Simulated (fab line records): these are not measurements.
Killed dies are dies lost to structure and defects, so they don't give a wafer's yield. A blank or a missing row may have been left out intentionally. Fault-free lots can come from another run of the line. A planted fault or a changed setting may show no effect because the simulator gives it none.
fab line records	flow nandHarc	part 1 of 2: steps 1 to 4 of 6
[record] lots = 18	wafers = 54	lastDay = 32
route steps=1302 shown A_CONTACT@1042
lots untouched by any fault: they come from a run of this same line in which no faults occurred
startH: the number of hours between the record's first day and the start of the first shown wafer of the lot	waitH: hours from the lot's prior step to this one	" identical to the entry in the row above	L1.1+2: a single row standing in for several wafers	- no value, or no start given	* or withheld: withheld	< > ~ a bound
route shown NAME@n: a module of which the file shows steps, and the number in the route of the first	usual: mean and standard deviation over wafers with no fault	same: alike in all rows	chamber/n: place in a boat	sites: each site's reading	_std_site: their standard deviation	_edge_site: inner sites' mean taken away from outer sites' mean	radiusMm: for every site, how far away it sits from the centre of the wafer	mask NAME#n: copy n	behind: the last tool/chamber to shape the wafer	hold: the reason the lot was held/the length of the hold in hours/how it ended	device: names the non-switching transistor (n, p or np)	end of line: the same wafers' tests at the end of the route	a step given without rows: its recipe and nothing more	killed: the dies lost at the first sort to structure and to defects; this is not the yield of the wafer	map: shows each die of a wafer: x if killed, . if not, _ if none is there
set.NAME: the setting that was run; set.NAME@STEP: the one run at that earlier step	model.NAME: the simulator's own value behind a step, which no gauge read
the route's steps for a sample of lots (tables are steps, rows are wafers)
services: when a tool's chamber went out of use (startH, in hours from the record's first day, below 0 if earlier), for how many hours, and the reason
[[steps]]
[step NHARC_A_CONTACT_DESCUM_74]
[recipe] timeS = 3	o2FlowSccm = 200	arFlowSccm = 0	biasPowerW = 0	chemistry = O2
[usual] chamberPressureMTorr = 59.99/0.056	drypumpMotorCurrentA = 5.70/0.29	oesProductAu = 1.000/0.011	rfVppV = 57.8/0.83	showerheadPlenumPTorr = 1.90/0.12	throttleValvePct = 11.311/0.0089
lot.wafer	tool	chamber	startH	waitH	chamberPressureMTorr	drypumpMotorCurrentA	oesProductAu	rfHoursCounterH	rfVppV	showerheadPlenumPTorr	throttleValvePct
L074.1	rieDiel-07	1	485.96	0.1	60.05	5.87	0.992	1	57.5	1.79	11.301
L074.2	"	2	"	"	59.95	5.10	1.006	1	56.4	1.84	11.309
L074.6	"	1	"	"	59.97	5.86	1.001	-	57.4	1.79	11.318
L076.2	rieDiel-07	0	522.14	0.1	60.07	5.73	0.992	4	59.7	2.02	11.307
L076.1	"	1	"	"	59.86	5.86	1.006	4	57.2	1.79	11.306
L076.6	"	3	"	"	60.02	5.78	1.002	-	58.1	2.08	11.310
L075.4	rieDiel-11	3	523.41	0.1	60.01	5.67	0.988	28	58.2	1.87	11.320
L075.3	"	2	"	"	59.98	6.06	0.999	26	59.0	2.07	11.300
L075.6	"	3	"	"	60.06	5.69	0.975	-	57.4	1.87	11.309
L077.3	rieDiel-11	2	530.03	0.1	60.04	6.03	1.004	29	56.7	2.07	11.316
L077.4	"	3	"	"	59.95	5.68	0.989	30	56.5	1.87	11.323
L077.2	"	1	"	"	60.08	5.48	1.018	32	56.0	1.79	11.311
L078.3	rieDiel-07	2	536.88	0.1	60.01	5.07	0.991	4	56.9	1.84	11.309
L078.1	"	0	"	"	60.05	5.72	1.000	6	58.0	2.02	11.289
L078.6	"	3	"	"	59.91	5.76	1.008	-	57.4	2.07	11.301
L079.4	rieDiel-07	2	552.60	0.1	59.97	5.09	0.996	6	56.6	1.84	11.324
L079.6	"	3	"	"	59.97	5.76	1.015	-	59.3	2.07	11.314
L079.5	"	0	"	"	59.88	5.74	0.997	-	57.3	2.02	11.327
L081.1	rieDiel-07	2	591.26	0.1	59.97	5.09	1.009	10	57.7	1.84	11.317
L081.4	"	0	"	"	59.92	5.72	1.010	14	58.8	2.02	11.321
L081.5	"	1	"	"	59.92	5.89	1.002	-	57.7	1.78	11.315
L082.3	rieDiel-11	2	591.63	0.1	60.08	6.08	1.018	48	58.6	2.06	11.309
L082.5	"	3	"	"	60.04	5.69	0.996	-	58.4	1.87	11.308
L082.6	"	0	"	"	59.91	5.96	0.984	-	56.0	1.78	11.308
L085.1	rieDiel-07	0	615.40	0.1	59.98	5.73	0.994	18	58.2	2.02	11.306
L085.2	"	1	"	"	60.04	5.90	1.009	17	58.1	1.78	11.305
L085.4	"	2	"	"	60.03	5.10	1.016	14	57.3	1.84	11.303
L083.3	rieDiel-05	2	619.72	0.1	59.93	6.09	0.985	7	59.0	1.94	11.312
L083.1	"	1	"	"	60.04	5.79	0.983	7	57.5	1.78	11.319
L083.6	"	2	"	"	60.06	6.08	0.994	-	57.8	1.94	11.316
L088.3	rieDiel-07	2	642.87	0.1	60.05	5.11	1.006	19	56.9	1.84	11.316
L088.2	"	3	"	"	60.03	5.79	1.020	24	57.6	2.07	11.305
L088.6	"	2	"	"	60.03	5.08	1.002	-	57.3	1.84	11.315
L090.3	rieDiel-11	1	643.61	0.1	59.98	5.46	0.990	9	57.4	1.78	11.311
L090.2	"	3	"	"	60.04	5.69	0.985	9	57.0	1.86	11.318
L090.5	"	2	"	"	60.01	6.06	1.013	-	57.6	2.05	11.302
L089.3	rieDiel-05	3	649.59	0.1	60.08	6.02	0.991	18	57.8	1.91	11.311
L089.4	"	1	"	"	59.98	5.79	0.969	21	56.1	1.77	11.301
L089.5	"	3	"	"	59.88	6.01	0.998	-	57.2	1.91	11.315
L091.1	rieDiel-07	1	673.08	0.1	59.90	5.89	1.001	1	57.5	1.78	11.310
L091.4	"	2	"	"	59.97	5.09	0.988	1	57.5	1.84	11.310
L091.6	"	0	"	"	59.93	5.71	1.002	-	57.9	2.01	11.326
L092.1	rieDiel-07	2	683.37	0.1	59.95	5.07	0.993	2	58.5	1.84	11.316
L092.3	"	3	"	"	59.92	5.76	1.005	2	58.0	2.07	11.302
L092.4	"	0	"	"	59.98	5.72	1.004	2	59.9	2.01	11.323
L094.2	rieDiel-07	1	700.68	0.1	59.98	5.89	1.006	6	57.6	1.78	11.309
L094.5	"	3	"	"	59.95	5.77	0.995	-	58.8	2.07	11.307
L094.6	"	0	"	"	60.04	5.75	1.003	-	58.3	2.01	11.314
L096.4	rieDiel-07	2	708.02	0.2	60.02	5.10	1.006	8	57.8	1.84	11.313
L096.3	"	3	"	"	59.93	5.75	1.005	7	57.8	2.07	11.295
L096.6	"	1	"	"	59.93	5.87	1.020	-	58.0	1.78	11.318
L095.1	rieDiel-05	3	710.71	0.1	60.01	6.08	0.987	45	57.1	1.90	11.309
L095.2	"	0	"	"	59.92	5.55	0.982	47	56.8	1.78	11.303
L095.3	"	1	"	"	59.97	5.79	0.998	44	57.3	1.77	11.315
[step NHARC_A_CONTACT_ETCH_91]
[recipe] targetDepthA = 400	overEtchFrac = 0.5	timeS = 85.7	ionEnergyEv = 120	ch3fFlowSccm = 50	o2FlowSccm = 30	arFlowSccm = 200	rfW = 500	biasW = 100	chemistry = CH3F/O2
[usual] chamberPressureMTorr = 25.002/0.021	drypumpMotorCurrentA = 5.7/0.3	oesProductAu = 0.941/0.029	rfVppV = 244.3/2.2	showerheadPlenumPTorr = 2.45/0.15	throttleValvePct = 20.663/0.0086
lot.wafer	tool	chamber	startH	waitH	chamberPressureMTorr	drypumpMotorCurrentA	oesProductAu	rfHoursCounterH	rfVppV	showerheadPlenumPTorr	throttleValvePct
L074.2	rieDiel-07	0	489.91	0.7	24.998	5.7	0.919	2	245.8	2.59	20.641
L074.1	"	2	"	"	25.013	5.1	0.936	2	242.4	2.37	20.651
L074.6	"	0	"	"	25.013	5.7	0.920	-	246.7	2.59	20.664
L076.2	rieDiel-07	2	526.37	0.6	25.025	5.1	0.920	3	242.0	2.37	20.658
L076.1	"	3	"	"	24.998	5.7	0.935	5	246.8	2.66	20.666
L076.6	"	3	"	"	24.997	5.7	0.925	-	248.1	2.66	20.661
L075.3	rieDiel-05	0	528.04	0.6	25.031	5.5	0.923	36	242.5	2.31	20.656
L075.4	"	1	"	"	25.048	5.8	0.912	37	242.3	2.30	20.665
L075.6	"	0	"	"	24.990	5.6	0.922	-	242.3	2.31	20.673
L077.3	rieDiel-07	2	533.96	0.5	25.032	5.1	0.995	4	241.7	2.37	20.670
L077.4	"	3	"	"	25.011	5.8	0.941	6	246.8	2.66	20.660
L077.2	"	1	"	"	25.033	5.9	0.919	6	240.8	2.30	20.669
L078.1	rieDiel-07	3	540.84	0.7	25.009	5.8	0.932	7	247.3	2.66	20.655
L078.3	"	1	"	"	24.989	5.9	0.937	7	242.8	2.30	20.667
L078.6	"	2	"	"	25.024	5.1	0.936	-	243.3	2.37	20.656
L079.4	rieDiel-07	0	556.53	0.6	25.031	5.7	0.915	10	246.1	2.59	20.677
L079.5	"	2	"	"	25.003	5.1	0.923	-	241.9	2.37	20.658
L079.6	"	3	"	"	25.020	5.8	0.936	-	247.6	2.66	20.667
L081.1	rieDiel-07	0	595.21	0.7	25.009	5.8	0.920	15	247.7	2.59	20.664
L081.4	"	1	"	"	24.995	5.8	0.926	15	243.2	2.30	20.670
L081.5	"	2	"	"	24.969	5.1	0.925	-	241.7	2.37	20.661
L082.3	rieDiel-07	1	596.67	0.5	24.975	5.9	0.925	15	244.0	2.30	20.648
L082.5	"	3	"	"	24.951	5.7	0.942	-	246.4	2.65	20.656
L082.6	"	0	"	"	24.988	5.8	0.917	-	246.4	2.59	20.667
L085.1	rieDiel-07	3	619.57	0.6	25.019	5.8	0.941	19	249.1	2.65	20.653
L085.2	"	0	"	"	25.025	5.8	0.921	20	246.6	2.59	20.670
L085.4	"	1	"	"	24.999	5.9	0.928	18	242.5	2.29	20.656
L083.1	rieDiel-07	2	623.86	0.7	25.001	5.1	0.932	16	242.8	2.37	20.664
L083.3	"	3	"	"	24.960	5.8	0.941	20	247.8	2.65	20.660
L083.6	"	0	"	"	25.007	5.7	0.918	-	246.6	2.59	20.672
L088.3	rieDiel-07	3	646.83	0.6	25.014	5.8	0.929	25	246.7	2.65	20.658
L088.2	"	0	"	"	24.987	5.8	0.918	26	245.3	2.58	20.646
L088.6	"	2	"	"	25.009	5.1	0.930	-	242.0	2.37	20.662
L090.2	rieDiel-07	0	647.55	0.7	24.987	5.7	1.002	26	247.1	2.58	20.669
L090.3	"	3	"	"	24.985	5.8	1.014	25	247.8	2.65	20.652
L090.5	"	0	"	"	25.032	5.7	0.999	-	245.3	2.58	20.656
L089.3	rieDiel-05	0	653.68	0.6	24.960	5.6	0.912	23	241.9	2.30	20.667
L089.5	"	0	"	"	25.011	5.6	0.913	-	243.0	2.30	20.664
L089.4	"	3	"	"	25.000	6.0	0.932	-	244.0	2.46	20.671
L091.4	rieDiel-07	1	677.07	0.5	25.018	5.9	0.948	2	241.9	2.29	20.656
L091.1	"	2	"	"	25.008	5.1	0.957	2	244.5	2.36	20.664
L091.6	"	1	"	"	24.985	5.9	0.952	-	241.6	2.29	20.674
L092.4	rieDiel-05	3	687.30	0.5	25.012	6.0	0.984	34	243.4	2.45	20.662
L092.1	"	0	"	"	25.017	5.6	0.982	35	241.6	2.29	20.663
L092.3	"	1	"	"	24.986	5.8	0.990	34	244.1	2.28	20.662
L094.2	rieDiel-07	1	704.61	0.7	24.994	5.9	0.947	7	242.6	2.29	20.652
L094.5	"	0	"	"	25.029	5.7	0.931	-	245.1	2.58	20.662
L094.6	"	1	"	"	25.038	5.9	0.945	-	242.0	2.29	20.673
L096.4	rieDiel-07	3	711.98	0.6	25.028	5.8	0.921	9	247.6	2.65	20.655
L096.3	"	1	"	"	25.027	5.9	0.946	10	242.1	2.29	20.667
L096.6	"	3	"	"	25.017	5.8	0.934	-	246.8	2.65	20.662
L095.2	rieDiel-05	1	715.87	0.7	25.056	5.8	0.912	47	240.9	2.28	20.673
L095.1	"	2	"	"	24.996	6.1	0.904	44	244.0	2.47	20.669
L095.3	"	3	"	"	25.006	6.1	0.915	48	244.7	2.45	20.661
[step NHARC_A_CONTACT_ETCH_97]
[recipe] targetDepthA = 200	overEtchFrac = 0.5	timeS = 10	ionEnergyEv = 250	c4f6FlowSccm = 25	o2FlowSccm = 20	arFlowSccm = 500	rfW = 600	biasW = 500	chemistry = C4F6/O2
[usual] chamberPressureMTorr = 30.000/0.027	drypumpMotorCurrentA = 5.70/0.3	oesProductAu = 0.957/0.021	rfVppV = 547/4.5	showerheadPlenumPTorr = 3.92/0.22	throttleValvePct = 26.903/0.0098
lot.wafer	tool	chamber	startH	waitH	chamberPressureMTorr	drypumpMotorCurrentA	oesProductAu	rfHoursCounterH	rfVppV	showerheadPlenumPTorr	throttleValvePct
L074.1	rieDiel-07	3	-	-	29.999	5.78	0.959	2	555	4.23	26.898
L074.2	"	0	"	"	30.019	5.73	0.944	2	550	4.13	26.888
L074.6	"	0	"	"	30.029	5.74	0.940	-	550	4.13	26.890
L076.2	rieDiel-07	0	-	-	30.008	5.74	0.939	5	551	4.12	26.900
L076.1	"	1	"	"	30.015	5.86	0.943	5	542	3.68	26.915
L076.6	"	2	"	"	30.010	5.09	0.948	-	543	3.79	26.907
L075.4	rieDiel-05	2	-	-	29.959	6.08	0.935	30	548	3.98	26.901
L075.3	"	0	"	"	30.003	5.59	0.942	36	542	3.71	26.902
L075.6	"	2	"	"	30.035	6.06	0.947	-	547	3.98	26.895
L077.3	rieDiel-07	1	-	-	30.040	5.94	0.934	6	543	3.68	26.901
L077.2	"	2	"	"	30.018	5.10	0.990	4	545	3.79	26.906
L077.4	"	3	"	"	30.001	5.78	0.952	6	553	4.22	26.892
L078.1	rieDiel-07	1	-	-	29.956	5.93	0.943	7	542	3.68	26.903
L078.3	"	2	"	"	30.032	5.10	0.963	5	545	3.79	26.904
L078.6	"	1	"	"	29.951	5.89	0.954	-	542	3.68	26.900
L079.4	rieDiel-07	3	-	-	30.027	5.76	0.955	10	553	4.22	26.899
L079.5	"	1	"	"	29.951	5.90	0.937	-	542	3.68	26.894
L079.6	"	2	"	"	29.996	5.10	0.946	-	544	3.79	26.910
L081.4	rieDiel-07	3	-	-	29.976	5.77	0.960	14	553	4.22	26.916
L081.1	"	2	"	"	29.986	5.08	0.950	11	544	3.79	26.900
L081.5	"	3	"	"	29.976	5.76	0.954	-	554	4.22	26.893
L082.3	rieDiel-07	0	-	-	29.982	5.71	0.947	15	551	4.12	26.910
L082.5	"	0	"	"	29.965	5.73	0.944	-	550	4.12	26.892
L082.6	"	1	"	"	30.007	5.87	0.936	-	543	3.68	26.923
L085.4	rieDiel-07	3	-	-	30.013	5.75	0.957	19	554	4.21	26.906
L085.1	"	0	"	"	30.027	5.73	0.944	20	551	4.11	26.915
L085.2	"	2	"	"	29.945	5.10	0.945	15	544	3.79	26.902
L083.1	rieDiel-07	3	-	-	30.027	5.81	0.933	20	552	4.21	26.916
L083.3	"	0	"	"	29.969	5.73	0.941	21	551	4.11	26.915
L083.6	"	3	"	"	30.031	5.77	0.947	-	552	4.21	26.909
L088.2	rieDiel-07	0	-	-	29.987	5.76	0.933	26	551	4.11	26.881
L088.3	"	1	"	"	30.031	5.91	0.950	24	541	3.67	26.908
L088.6	"	3	"	"	30.008	5.75	0.946	-	553	4.21	26.885
L090.2	rieDiel-07	0	-	-	30.029	5.75	0.997	26	550	4.11	26.916
L090.3	"	3	"	"	29.973	5.77	1.005	25	552	4.21	26.908
L090.5	"	0	"	"	29.986	5.75	1.003	-	550	4.11	26.903
L089.3	rieDiel-05	1	653.84	0.1	29.965	5.79	0.944	23	542	3.66	26.892
L089.4	"	3	"	"	29.991	6.07	0.954	-	548	3.92	26.896
L089.5	"	0	"	"	30.010	5.57	0.944	-	542	3.68	26.919
L091.1	rieDiel-07	2	-	-	30.038	5.11	0.970	2	545	3.78	26.889
L091.4	"	0	"	"	29.989	5.73	0.973	1	549	4.11	26.906
L091.6	"	1	"	"	29.987	5.89	0.975	-	543	3.67	26.883
L092.3	rieDiel-05	2	-	-	30.006	6.06	0.983	32	548	3.95	26.886
L092.1	"	3	"	"	29.988	6.08	0.995	34	548	3.91	26.899
L092.4	"	0	"	"	29.974	5.58	0.988	35	541	3.68	26.893
L094.2	rieDiel-07	1	-	-	29.981	5.87	0.957	7	541	3.67	26.909
L094.6	"	1	"	"	29.981	5.92	0.960	-	542	3.67	26.907
L094.5	"	2	"	"	29.987	5.09	0.947	-	544	3.78	26.908
L096.4	rieDiel-07	1	-	-	30.037	5.89	0.951	10	542	3.67	26.910
L096.3	"	3	"	"	30.007	5.79	0.949	9	553	4.21	26.909
L096.6	"	1	"	"	29.995	5.87	0.952	-	542	3.67	26.919
L095.2	rieDiel-05	0	-	-	30.028	5.58	0.937	50	542	3.67	26.910
L095.1	"	2	"	"	29.989	6.09	0.922	44	547	3.94	26.917
L095.3	"	3	"	"	30.001	6.08	0.937	48	546	3.90	26.897
[step NHARC_A_CONTACT_ETCH_106]
[recipe] targetDepthA = 900	overetchA = 90	timeS = 49.5	ionEnergyEv = 100	cf4FlowSccm = 80	o2FlowSccm = 20	arFlowSccm = 0	rfW = 300	biasW = 100	chemistry = CF4/O2
[usual] chamberPressureMTorr = 30.001/0.027	drypumpMotorCurrentA = 5.71/0.29	oesProductAu = 0.997/0.011	rfVppV = 197.4/1.7	showerheadPlenumPTorr = 1.32/0.074	throttleValvePct = 13.397/0.0085
lot.wafer	tool	chamber	startH	waitH	chamberPressureMTorr	drypumpMotorCurrentA	oesProductAu	rfHoursCounterH	rfVppV	showerheadPlenumPTorr	throttleValvePct
L074.1	rieDiel-05	2	490.42	0.1	30.018	6.04	0.992	20	198.7	1.36	13.406
L074.2	"	0	"	"	29.976	5.56	0.994	25	197.2	1.26	13.411
L074.6	"	2	"	"	29.986	6.07	0.992	-	198.5	1.36	13.388
L076.2	rieDiel-07	0	526.89	0.1	29.977	5.73	1.003	5	199.2	1.41	13.398
L076.1	"	2	"	"	30.009	5.10	1.001	3	196.7	1.29	13.392
L076.6	"	0	"	"	30.036	5.73	0.997	-	199.3	1.41	13.400
L075.4	rieDiel-07	1	528.55	0.1	30.033	5.87	1.002	5	195.0	1.25	13.395
L075.3	"	3	"	"	30.029	5.74	1.002	5	199.9	1.44	13.402
L075.6	"	2	"	"	30.005	5.09	0.999	-	196.6	1.29	13.393
L077.2	rieDiel-07	2	534.47	0.1	30.008	5.10	0.997	4	196.8	1.29	13.394
L077.4	"	3	"	"	30.042	5.77	1.016	6	200.9	1.44	13.403
L077.3	"	0	"	"	30.028	5.71	1.007	6	199.2	1.41	13.403
L078.1	rieDiel-07	2	541.42	0.1	29.996	5.08	1.004	5	196.1	1.29	13.404
L078.3	"	0	"	"	30.005	5.71	0.994	7	198.5	1.41	13.391
L078.6	"	2	"	"	29.947	5.10	0.991	-	196.2	1.29	13.397
L079.4	rieDiel-07	2	557.03	0.1	29.941	5.08	1.002	7	196.6	1.29	13.402
L079.5	"	0	"	"	29.961	5.72	1.006	-	200.0	1.41	13.401
L079.6	"	1	"	"	30.042	5.86	0.997	-	196.7	1.25	13.384
L081.1	rieDiel-11	3	595.71	0.1	29.974	5.67	1.003	51	196.5	1.30	13.409
L081.4	"	0	"	"	29.975	5.95	0.994	49	194.7	1.24	13.392
L081.5	"	2	"	"	29.999	6.05	1.020	-	199.0	1.43	13.392
L082.3	rieDiel-07	3	597.16	0.1	30.022	5.78	1.004	14	199.2	1.44	13.408
L082.5	"	2	"	"	29.979	5.09	1.000	-	196.1	1.29	13.397
L082.6	"	3	"	"	29.963	5.76	1.003	-	200.1	1.44	13.389
L085.2	rieDiel-05	2	620.25	0.1	29.962	6.03	0.988	8	197.3	1.35	13.395
L085.4	"	3	"	"	30.010	6.05	0.987	8	197.4	1.34	13.379
L085.1	"	1	"	"	30.013	5.75	0.982	7	196.0	1.24	13.399
L083.1	rieDiel-05	2	624.35	0.1	30.002	6.02	0.977	9	198.8	1.35	13.402
L083.3	"	0	"	"	30.000	5.58	0.984	9	195.1	1.25	13.400
L083.6	"	1	"	"	30.042	5.77	0.986	-	196.1	1.24	13.396
L088.3	rieDiel-07	0	647.31	0.0	29.982	5.71	0.987	26	200.0	1.40	13.402
L088.2	"	1	"	"	29.990	5.89	0.992	24	196.5	1.24	13.396
L088.6	"	0	"	"	29.956	5.70	0.997	-	198.9	1.40	13.392
L090.3	rieDiel-05	3	648.06	0.1	30.052	6.01	1.003	18	196.9	1.33	13.395
L090.2	"	1	"	"	29.988	5.75	1.000	20	194.6	1.24	13.392
L090.5	"	0	"	"	30.007	5.55	0.988	-	196.7	1.25	13.415
L089.3	rieDiel-05	3	654.37	0.1	30.016	6.03	0.996	21	196.8	1.33	13.385
L089.4	"	0	"	"	29.975	5.56	0.978	-	196.8	1.25	13.398
L089.5	"	1	"	"	30.009	5.75	0.991	-	195.5	1.24	13.409
L091.1	rieDiel-07	2	677.57	0.1	30.057	5.09	0.999	2	196.3	1.28	13.407
L091.4	"	3	"	"	30.022	5.79	1.004	1	198.6	1.44	13.405
L091.6	"	0	"	"	30.020	5.74	0.996	-	198.9	1.40	13.403
L092.3	rieDiel-11	3	687.82	0.1	29.998	5.68	0.972	25	197.2	1.30	13.392
L092.1	"	0	"	"	29.973	5.96	0.984	29	196.9	1.24	13.382
L092.4	"	1	"	"	30.037	5.45	0.993	26	195.2	1.24	13.406
L094.2	rieDiel-07	2	705.12	0.1	29.955	5.06	1.006	7	197.9	1.28	13.397
L094.5	"	0	"	"	30.008	5.74	1.001	-	199.3	1.40	13.408
L094.6	"	1	"	"	30.007	5.89	1.008	-	195.7	1.24	13.399
L096.4	rieDiel-07	2	712.47	0.1	29.982	5.10	1.003	10	198.0	1.28	13.409
L096.3	"	3	"	"	29.968	5.77	0.995	9	199.5	1.44	13.392
L096.6	"	3	"	"	30.018	5.78	1.006	-	202.0	1.44	13.390
L095.1	rieDiel-07	0	716.36	0.1	30.007	5.71	1.014	9	198.2	1.40	13.402
L095.2	"	1	"	"	29.988	5.85	1.017	10	195.7	1.24	13.401
L095.3	"	2	"	"	30.029	5.09	1.010	10	198.1	1.28	13.404
